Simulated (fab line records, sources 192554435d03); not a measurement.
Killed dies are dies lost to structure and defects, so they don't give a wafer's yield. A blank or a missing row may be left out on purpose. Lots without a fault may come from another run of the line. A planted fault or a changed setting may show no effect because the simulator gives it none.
Chamber matching | flow n5_finfet | N5_BEOL_M7_ETCH_65 on rie_diel-02: 4 sister chambers
The step etches SiARC in CF4, target depth 15.6 nm, time 26 s. 22 wafers are shown with their chamber, then 11 later ones without.

WAFERS WITH THEIR CHAMBER
wafer  | chamber | showerhead_plenum_p_Torr (Torr) | throttle_valve_pct (%) | drypump_motor_current_A (A)
L074.1 | 2       | 2.28                            | 15.41                  | 6.2
L074.3 | 1       | 2.14                            | 15.61                  | 5.4
L074.5 | 3       | 2.13                            | 16.00                  | 5.9
L079.1 | 2       | 2.28                            | 15.43                  | 6.2
L079.2 | 1       | 2.14                            | 15.60                  | 5.3
L079.3 | 3       | 2.13                            | 16.02                  | 6.0
L079.4 | 0       | 2.17                            | 15.37                  | 5.6
L079.5 | 2       | 2.28                            | 15.43                  | 6.2
L079.6 | 3       | 2.14                            | 16.01                  | 6.0
L091.1 | 3       | 2.13                            | 16.05                  | 6.0
L091.2 | 2       | 2.27                            | 15.45                  | 6.2
L091.3 | 0       | 2.16                            | 15.42                  | 5.5
L091.4 | 1       | 2.13                            | 15.65                  | 5.4
L091.5 | 3       | 2.13                            | 16.06                  | 6.0
L091.6 | 0       | 2.16                            | 15.41                  | 5.6
L092.2 | 1       | 2.13                            | 15.65                  | 5.4
L092.4 | 3       | 2.13                            | 16.07                  | 6.0
L092.5 | 1       | 2.13                            | 15.67                  | 5.4
L094.2 | 0       | 2.16                            | 15.44                  | 5.5
L094.3 | 3       | 2.13                            | 16.06                  | 6.0
L094.5 | 0       | 2.16                            | 15.42                  | 5.6
L095.1 | 2       | 2.27                            | 15.45                  | 6.2

SIGNATURES (means of the wafers above)
reading                  | chamber 0 | chamber 1 | chamber 2 | chamber 3 | scatter within a chamber
showerhead_plenum_p_Torr | 2.1620    | 2.1340    | 2.2760    | 2.1314    | 0.00475
throttle_valve_pct       | 15.4120   | 15.6360   | 15.4340   | 16.0386   | 0.0258
drypump_motor_current_A  | 5.560     | 5.380     | 6.200     | 5.986     | 0.0398
Rule: a wafer's distance from a chamber is the root of the sum, over the readings, of the square of ((its reading less the chamber's mean) divided by the reading's scatter). The wafer belongs to the nearest chamber; if the next one is less than 2 further off, it can't be placed. The scatter: the root of (the sum of the squares of (reading less its chamber's mean) over the shown wafers, divided by (wafers less chambers)).

WAFERS WITHOUT THEIR CHAMBER
wafer  | showerhead_plenum_p_Torr (Torr) | throttle_valve_pct (%) | drypump_motor_current_A (A)
L095.2 | 2.13                            | 15.66                  | 5.4
L095.3 | 2.13                            | 16.08                  | 6.0
L095.4 | 2.16                            | 15.45                  | 5.5
L095.5 | 2.16                            | 15.44                  | 5.6
L095.6 | 2.13                            | 15.68                  | 5.4
L096.1 | 2.16                            | 15.45                  | 5.5
L096.2 | 2.13                            | 15.68                  | 5.3
L096.3 | 2.26                            | 15.49                  | 6.2
L096.4 | 2.12                            | 16.05                  | 6.0
L096.5 | 2.16                            | 15.45                  | 5.5
L096.6 | 2.12                            | 16.08                  | 6.0

WHICH CHAMBER EACH WENT THROUGH
wafer  | from the rows above | in truth
L095.2 | 1                   | 1
L095.3 | 3                   | 3
L095.4 | 0                   | 0
L095.5 | 0                   | 0
L095.6 | 1                   | 1
L096.1 | 0                   | 0
L096.2 | 1                   | 1
L096.3 | 2                   | 2
L096.4 | 3                   | 3
L096.5 | 0                   | 0
L096.6 | 3                   | 3
Placed correctly: 11 of 11. Can't be placed from these rows: 0. Placed wrongly: 0.
